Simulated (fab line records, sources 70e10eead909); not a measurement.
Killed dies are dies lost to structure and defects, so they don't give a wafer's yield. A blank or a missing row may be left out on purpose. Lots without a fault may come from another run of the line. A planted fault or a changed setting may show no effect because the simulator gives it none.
fab line records | flow nand_harc
record lots=13 wafers=33 last_day=24
route steps=1159 shown A_STAIRCASE@713 A_SGD_CUT@759
lots that met no fault: from a run of the same line without faults
start_h: hours from the record's first day to the start of the lot's first wafer shown | wait_h: hours since the lot's step before | " the same as in the row above | L1.1+2: a row that stands for several wafers | - no value, or no start given | * or withheld: withheld | < > ~ a bound
route shown NAME@n: a module of which the file shows steps, and the number in the route of the first | usual: mean/standard deviation of fault-free wafers | same: alike in all rows | chamber/n: place in a boat | sites: the reading at each site | _std_site: their standard deviation | _edge_site: outer sites' mean less inner sites' | radius_mm: how far each site lies from the wafer's centre | mask NAME#n: copy n | behind: the tool/chamber that last shaped the wafer | hold: why the lot was held/for how many hours/how that ended | device: the transistor (n, p or np) that didn't switch | end of line: the same wafers' tests at the end of the route | a step without rows: its recipe alone | killed: dies lost to structure and defects at the first sort, not the wafer's yield | map: a wafer's dies, x killed, . not, _ none there
set.NAME: the setting as run; set.NAME@STEP: as run at that earlier step | model.NAME: the simulator's own value behind a step, which no gauge read
steps of the route over a sample of lots; a table a step, a row a wafer
services: from which hour (start_h, from the record's first day; less than 0 if before it) a tool's chamber was out of use, for how many hours, and why
## steps
# step NHARC_A_STAIRCASE_DEP_325
# recipe target_thk_a=38000 temp_c=400 target_thk_nm=3800 teos_flow_sccm=200 rf_w=500 material=SiO2
# usual heater_power_w=681/110 mfc_precursor_sccm=199.9/0.56 susceptor_temp_C=400.00/0.22
# columns lot.wafer tool chamber start_h wait_h heater_power_w mfc_precursor_sccm susceptor_temp_C
L140.1 pecvd-04 0 288.75 0.1 619 199.3 399.70
L140.3 " 2 " " 646 200.0 399.73
L140.4 " 1 " " 663 199.7 400.05
L139.1 pecvd-04 2 292.24 0.3 588 200.0 399.74
L139.5 " 0 " " 540 198.8 399.86
L139.6 " 1 " " 669 199.8 399.69
L142.1 pecvd-03 0 308.11 0.3 755 200.8 399.92
L142.6 " 1 " " 659 200.4 399.75
L142.5 " 2 " " 564 199.7 400.28
L145.2 pecvd-04 2 329.65 0.5 581 199.6 399.97
L145.6 " 2 " " 523 199.2 399.88
L145.5 " 0 " " 551 200.3 399.96
L148.2 pecvd-03 0 343.27 0.1 705 198.5 399.97
L148.3 " 1 " " 719 199.0 399.98
L148.6 " 1 " " 683 199.2 399.82
L149.3 pecvd-04 1 353.78 0.1 760 199.6 399.84
L149.6 " 1 " " 666 199.3 400.20
L149.4 " 0 " " 526 199.2 399.50
L152.3 pecvd-01 1 370.34 0.3 789 199.7 400.07
L152.6 " 0 " " 842 200.0 399.73
L152.5 " 1 " " 681 199.4 400.10
L151.6 pecvd-03 1 370.53 0.4 655 200.4 400.22
L150.3 pecvd-04 1 370.71 0.6 657 200.9 399.92
L150.6 " 0 " " 555 199.5 399.86
L150.5 " 1 " " 676 199.3 399.86
L153.6 pecvd-01 2 392.12 0.8 756 200.3 400.36
L154.4 pecvd-04 0 392.13 0.8 515 201.2 399.75
L161.2 pecvd-03 1 416.47 0.2 671 200.5 399.82
L161.6 " 1 " " 643 199.1 400.04
L161.5 " 2 " " 575 200.6 399.78
L162.3 pecvd-01 0 434.19 0.4 823 199.6 400.44
L162.4 " 2 " " 722 200.2 399.92
L162.5 " 0 " " 797 200.0 399.96
# step NHARC_A_STAIRCASE_INSPECT_155
# usual raw_defect_count=318/100
# columns lot.wafer tool chamber start_h wait_h raw_defect_count
L140.1 defect_inspect-01 - 302.89 0.1 219
L140.3 " - " " 249
L140.4 " - " " 208
L139.1 defect_inspect-01 - 303.34 0.1 434
L139.5 " - " " 306
L139.6 " - " " 286
L142.1 defect_inspect-02 - 320.94 0.1 271
L142.5 " - " " 263
L142.6 " - " " 291
L145.2 defect_inspect-02 - 343.99 0.1 238
L145.5 " - " " 469
L145.6 " - " " 476
L148.2 defect_inspect-01 - 356.12 0.1 310
L148.3 " - " " 283
L148.6 " - " " 227
L149.3 defect_inspect-01 - 366.62 0.1 225
L149.4 " - " " 295
L149.6 " - " " 238
L150.3 defect_inspect-01 - 382.98 0.1 260
L150.5 " - " " 195
L150.6 " - " " 308
L152.3 defect_inspect-02 - 383.06 0.1 378
L152.5 " - " " 322
L152.6 " - " " 258
L151.6 defect_inspect-01 - 383.39 0.1 414
L154.4 defect_inspect-01 - 405.49 0.1 287
L153.6 defect_inspect-02 - 405.59 0.1 361
L161.2 defect_inspect-02 - 433.66 0.1 273
L161.5 " - " " 269
L161.6 " - " " 294
L162.3 defect_inspect-02 - 447.61 0.1 419
L162.4 " - " " 373
L162.5 " - " " 261
# step NHARC_A_SGD_CUT_OVL_MEAS_10
# usual overlay_x_nm=0.0/0.74 overlay_y_nm=0.2/0.89
# columns lot.wafer tool chamber start_h wait_h overlay_x_nm overlay_y_nm
L140.1 overlay-02 - 303.82 - 0.2 -0.6
L140.3 " - " " -0.5 -0.3
L140.4 " - " " 0.3 -0.4
L139.1 overlay-02 - 304.21 - 0.0 -1.3
L139.5 " - " " -0.2 -1.2
L139.6 " - " " -1.1 -1.1
L142.1 overlay-01 - 321.82 - -0.4 -0.4
L142.5 " - " " -0.5 -0.9
L142.6 " - " " -0.6 -0.4
L145.2 overlay-02 - 345.10 - -1.9 0.9
L145.5 " - " " -0.8 0.4
L145.6 " - " " -1.2 1.0
L148.2 overlay-01 - 357.00 - 0.4 0.1
L148.3 " - " " 0.7 -0.6
L148.6 " - " " 0.8 0.3
L149.3 overlay-02 - 367.37 - -0.6 0.7
L149.4 " - " " 0.1 1.3
L149.6 " - " " 0.1 0.7
L150.3 overlay-01 - 383.97 - 0.5 -0.2
L150.5 " - " " 0.0 0.6
L150.6 " - " " 0.0 0.0
L152.3 overlay-01 - 384.14 - 1.5 0.5
L152.5 " - " " 0.8 0.3
L152.6 " - " " 1.1 1.0
L151.6 overlay-02 - 384.33 - 0.2 -0.2
L154.4 overlay-01 - 406.38 - 0.1 1.2
L153.6 overlay-02 - 406.53 - -0.8 0.6
L161.2 overlay-01 - 434.41 - 0.4 -1.0
L161.5 " - " " 0.9 -1.2
L161.6 " - " " 0.4 -1.2
L162.3 overlay-02 - 448.45 - 1.0 -0.1
L162.4 " - " " 1.0 -0.1
L162.5 " - " " 1.0 0.3
# step NHARC_A_SGD_CUT_ETCH_16
# recipe target_depth_a=3105 time_s=155.2 c4f8_flow_sccm=withheld o2_flow_sccm=8 ar_flow_sccm=withheld rf_w=600 bias_w=800 chemistry=C4F8/O2/Ar
# usual oes_product_au=0.975/0.016 rf_vpp_V=724/4.8
# columns lot.wafer tool chamber start_h wait_h oes_product_au rf_hours_counter_h rf_vpp_V
L140.1 rie_diel-06 1 304.49 - 0.960 6 717
L140.3 " 2 " " 0.985 6 729
L140.4 " 0 " " 0.981 6 731
L139.1 rie_diel-07 1 304.88 - 0.986 4 730
L139.6 " 1 " " 0.985 - 728
L139.5 " 2 " " 0.975 - 721
L142.1 rie_diel-07 2 322.48 - 0.985 6 721
L142.6 " 2 " " 0.992 - 721
L142.5 " 3 " " 0.971 - 720
L145.2 rie_diel-08 2 345.89 - 0.963 4 728
L145.6 " 2 " " 0.964 - 729
L145.5 " 3 " " 0.955 - 724
L148.3 rie_diel-06 1 357.66 - 0.975 11 716
L148.2 " 0 " " 0.969 10 729
L148.6 " 1 " " 0.979 - 716
L149.4 rie_diel-06 0 368.05 - 0.969 11 729
L149.3 " 1 " " 0.985 12 718
L149.6 " 3 " " 0.962 - 722
L150.3 rie_diel-06 3 384.79 - 0.982 13 723
L150.5 " 2 " " 1.003 - 728
L150.6 " 3 " " 0.988 - 722
L152.3 rie_diel-07 3 384.96 - 0.950 11 719
L152.6 " 0 " " 0.967 - 727
L152.5 " 2 " " 0.951 - 721
L151.6 rie_diel-06 3 385.04 - 0.984 - 722
L154.4 rie_diel-06 3 407.24 - 1.040 16 723
L153.6 rie_diel-06 2 407.45 - 0.999 - 729
L161.2 rie_diel-08 1 435.31 - 0.965 13 717
L161.6 " 1 " " 0.971 - 718
L161.5 " 2 " " 0.973 - 727
L162.4 rie_diel-07 2 449.12 - 0.973 2 721
L162.3 " 3 " " 0.966 2 718
L162.5 " 2 " " 0.969 - 721
## services
# columns tool chamber start_h hours kind
rie_diel-06 0 274.73 - clean
rie_diel-06 1 274.73 - clean
rie_diel-06 2 274.73 - clean
rie_diel-06 3 274.73 - clean
pecvd-03 - 292.61 13.0 pm
rie_diel-08 1 300.38 1.5 repair
rie_diel-08 - 301.87 9.0 pm
rie_diel-08 1 338.70 13.1 repair
pecvd-04 2 358.48 14.3 repair
rie_diel-07 1 373.87 14.6 repair
pecvd-04 - 376.33 13.0 pm
pecvd-04 0 376.33 13.0 vent_cycle
pecvd-04 1 376.33 13.0 vent_cycle
pecvd-04 2 376.33 13.0 vent_cycle
pecvd-04 0 389.33 - clean
pecvd-04 1 389.33 - clean
pecvd-04 2 389.33 - clean
pecvd-01 - 393.52 1.6 repair
rie_diel-08 3 402.80 16.6 repair
rie_diel-07 - 405.20 9.0 pm
rie_diel-07 1 415.73 2.8 repair
pecvd-01 - 418.06 13.0 pm
rie_diel-06 - 418.20 9.0 pm
pecvd-04 1 442.11 17.3 repair
## key
first_sign step=NHARC_A_SGD_CUT_ETCH_16 reading=oes_product_au direction=up sigmas=4.1 usual=0.975 struck=1.040
effect none on later readings
met_at NHARC_A_SGD_CUT_ETCH_16
struck_lots L154
struck_wafers L154.4
later_rows_left_out L154.4
sort_left_out L154.4
tester_left_out L154
not_acting_at NHARC_A_STAIRCASE_DEP_325,NHARC_A_STAIRCASE_INSPECT_155,NHARC_A_SGD_CUT_OVL_MEAS_10
onset_between 384.79 407.24
fault kind=process_parameter_drift tool=rie_diel-06 chamber=- onset_h=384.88 steps=NHARC_A_SGD_CUT_ETCH_16 channel=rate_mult offset=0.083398 shape=step end_h=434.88 scope=struck_wafers_only
# tester_left_out: of these lots the tester's yield and bins aren't shown, on N5 and GAA mostly nor the transistor test; their killed dies are dies lost to structure and defects alone, not to doping, threshold or leakage, so they don't give the yield
# sort_left_out: the simulated sort isn't trusted on such a fault, so these wafers' sort isn't shown, and their yield isn't known
# later_rows_left_out: the simulator's readings of these wafers behind a module that went badly wrong aren't trusted and aren't shown, but for the sort
